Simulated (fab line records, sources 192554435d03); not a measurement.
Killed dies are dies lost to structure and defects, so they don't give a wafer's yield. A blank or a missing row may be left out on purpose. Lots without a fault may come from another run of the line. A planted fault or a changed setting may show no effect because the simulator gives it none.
fab line records | flow n5_finfet
record lots=6 wafers=16 last_day=16
route steps=1938 shown SD_EPI_P@319 SD_ACTIVATION@330
lots that met no fault: from a run of the same line without faults
start_h: hours from the record's first day to the start of the lot's first wafer shown | wait_h: hours since the lot's step before | " the same as in the row above | L1.1+2: a row that stands for several wafers | - no value, or no start given | * or withheld: withheld | < > ~ a bound
route shown NAME@n: a module of which the file shows steps, and the number in the route of the first | usual: mean/standard deviation of fault-free wafers | same: alike in all rows | chamber/n: place in a boat | sites: the reading at each site | _std_site: their standard deviation | _edge_site: outer sites' mean less inner sites' | radius_mm: how far each site lies from the wafer's centre | mask NAME#n: copy n | behind: the tool/chamber that last shaped the wafer | hold: why the lot was held/for how many hours/how that ended | device: the transistor (n, p or np) that didn't switch | end of line: the same wafers' tests at the end of the route | a step without rows: its recipe alone | killed: dies lost to structure and defects at the first sort, not the wafer's yield | map: a wafer's dies, x killed, . not, _ none there
set.NAME: the setting as run; set.NAME@STEP: as run at that earlier step | model.NAME: the simulator's own value behind a step, which no gauge read
lots at some steps of the route; a table a step, a row a wafer
## steps
# step N5_SD_EPI_P_PRECLEAN_51
# recipe chemistry=NF3:NH3 afs_cycles=1 temp_c=30 time_s=20 sublimation_temp_c=180 sublimation_time_s=60 pressure_torr=3 rf_power_w=30
# step N5_SD_EPI_P_VAPOR_ETCH_44
# recipe chemistry=NF3/Ar target=SiGe30 temp_c=25 time_s=3.3 mode=isotropic
# step N5_SD_EPI_P_EPI_21
# recipe material=SiGe:B dopant=B temp_c=550 pressure_torr=20 ambient=H2 time_s=355
# step N5_SD_EPI_P_EPI_MEAS_23
# recipe mode=xrd
# usual thk_nm=61.1/1.2
# columns lot.wafer tool chamber start_h wait_h thk_nm
L613.1 film_metro-02 - 75.81 1.9 61.9
L613.2 " - " " 62.1
L619.2 film_metro-02 - 110.01 1.5 60.6
L619.6 " - " " 61.0
L622.1 film_metro-02 - 128.76 1.8 62.4
L622.4 " - " " 60.7
L622.5 " - " " 60.6
L629.1 film_metro-01 - 170.01 1.8 60.3
L629.5 " - " " 62.3
L629.6 " - " " 61.7
L631.1 film_metro-01 - 184.48 1.8 61.0
L631.3 " - " " 62.1
L631.4 " - " " 59.0
L632.1 film_metro-02 - 191.54 3.2 60.3
L632.2 " - " " 62.4
L632.3 " - " " 60.4
# step N5_SD_EPI_P_HM_STRIP_48
# recipe chemistry=H3PO4 temp_c=160 material=SiNx target=SiNx target_depth_a=30 overetch_fraction=0.3
# step N5_SD_EPI_P_SRD_49
# recipe dry=ipa_marangoni time_s=30 temp_c=23 rinse_liquid=diw
# step N5_SD_EPI_P_PRECLEAN_24
# recipe chemistry=O3/DIW time_s=45 temp_c=22 o3_ppm=10
# step N5_SD_EPI_P_PRECLEAN_32
# recipe chemistry=dHF time_s=10 dilution=500:1 temp_c=25
# step N5_SD_EPI_P_PRECLEAN_33
# recipe chemistry=SC2 time_s=45 temp_c=35 mix=1:1:50
# step N5_SD_EPI_P_SRD_25
# recipe time_s=30 temp_c=23 rinse_liquid=diw dry=ipa_marangoni
# step N5_SD_EPI_P_INSPECT_26
# recipe inspect_instrument=darkfield mode=post_epi
# usual raw_defect_count=167/35
# columns lot.wafer tool chamber start_h wait_h raw_defect_count
L613.1 defect_inspect-02 - 75.99 0.0 112
L613.2 " - " " 102
L619.2 defect_inspect-02 - 110.19 0.0 214
L619.6 " - " " 248
L622.1 defect_inspect-02 - 128.93 0.0 151
L622.4 " - " " 207
L622.5 " - " " 152
L629.1 defect_inspect-01 - 170.18 0.0 166
L629.5 " - " " 174
L629.6 " - " " 152
L631.1 defect_inspect-02 - 184.66 0.0 140
L631.3 " - " " 151
L631.4 " - " " 161
L632.1 defect_inspect-01 - 191.72 0.0 147
L632.2 " - " " 183
L632.3 " - " " 177
# step N5_SD_ACTIVATION_RTA_00
# recipe temp_c=975 time_s=0 ambient=N2 idle_temp_c=600 ramp_up_c_per_s=150 ramp_down_c_per_s=60 cool_to_c=600
# usual lamp_power_pct=8.96/0.051 wafer_temp_C_max=975.0/1.7
# columns lot.wafer tool chamber start_h wait_h lamp_power_pct wafer_temp_C_max
L613.1 rtp_anneal-02 0 76.25 0.3 9.01 973.2
L613.2 " 0 " " 8.93 976.6
L619.2 rtp_anneal-02 0 110.24 0.1 8.87 975.7
L619.6 " 0 " " 8.97 973.5
L622.1 rtp_anneal-01 0 128.96 0.0 9.01 975.5
L622.4 " 0 " " 8.96 978.2
L622.5 " 0 " " 8.90 973.8
L629.1 rtp_anneal-01 0 170.21 0.0 8.93 973.2
L629.5 " 0 " " 8.98 977.9
L629.6 " 0 " " 8.96 973.1
L631.1 rtp_anneal-02 0 184.79 0.1 8.97 976.4
L631.3 " 0 " " 8.90 975.8
L631.4 " 0 " " 8.94 975.1
L632.1 rtp_anneal-01 0 191.75 0.0 9.02 976.3
L632.2 " 0 " " 8.95 975.3
L632.3 " 0 " " 9.00 974.6
# step N5_SD_ACTIVATION_LSA_01
# recipe temp_c=1080 time_s=0.0008 ambient=N2
# usual wafer_temp_C_max=1084.5/0.94
# columns lot.wafer tool chamber start_h wait_h wafer_temp_C_max
L613.1 laser_anneal-02 0 76.45 0.2 1083.7
L613.2 " 0 " " 1085.2
L619.2 laser_anneal-02 0 110.45 0.2 1084.0
L619.6 " 0 " " 1083.6
L622.1 laser_anneal-01 0 129.16 0.2 1085.9
L622.4 " 0 " " 1084.1
L622.5 " 0 " " 1085.3
L629.1 laser_anneal-02 0 170.41 0.2 1046.9
L629.5 " 0 " " 1049.0
L629.6 " 0 " " 1047.2
L631.1 laser_anneal-02 0 184.99 0.2 1049.0
L631.3 " 0 " " 1047.6
L631.4 " 0 " " 1047.9
L632.1 laser_anneal-01 0 191.95 0.2 1085.4
L632.2 " 0 " " 1085.6
L632.3 " 0 " " 1086.3
## key
first_sign step=N5_SD_ACTIVATION_LSA_01 reading=wafer_temp_C_max direction=down sigmas=39 usual=* struck=*
effect none on later readings
met_at N5_SD_ACTIVATION_LSA_01
struck_wafers L629.1,L629.5,L629.6,L631.1,L631.3,L631.4
tester_left_out L629,L631
onset_between 110.45 170.41
fault kind=process_parameter_drift tool=laser_anneal-02 chamber=- onset_h=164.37 steps=N5_SD_ACTIVATION_LSA_01 channel=temp_c offset=* shape=step end_h=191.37 stated=*
# tester_left_out: of these lots the tester's yield and bins aren't shown, on N5 and GAA mostly nor the transistor test; their killed dies are dies lost to structure and defects alone, not to doping, threshold or leakage, so they don't give the yield
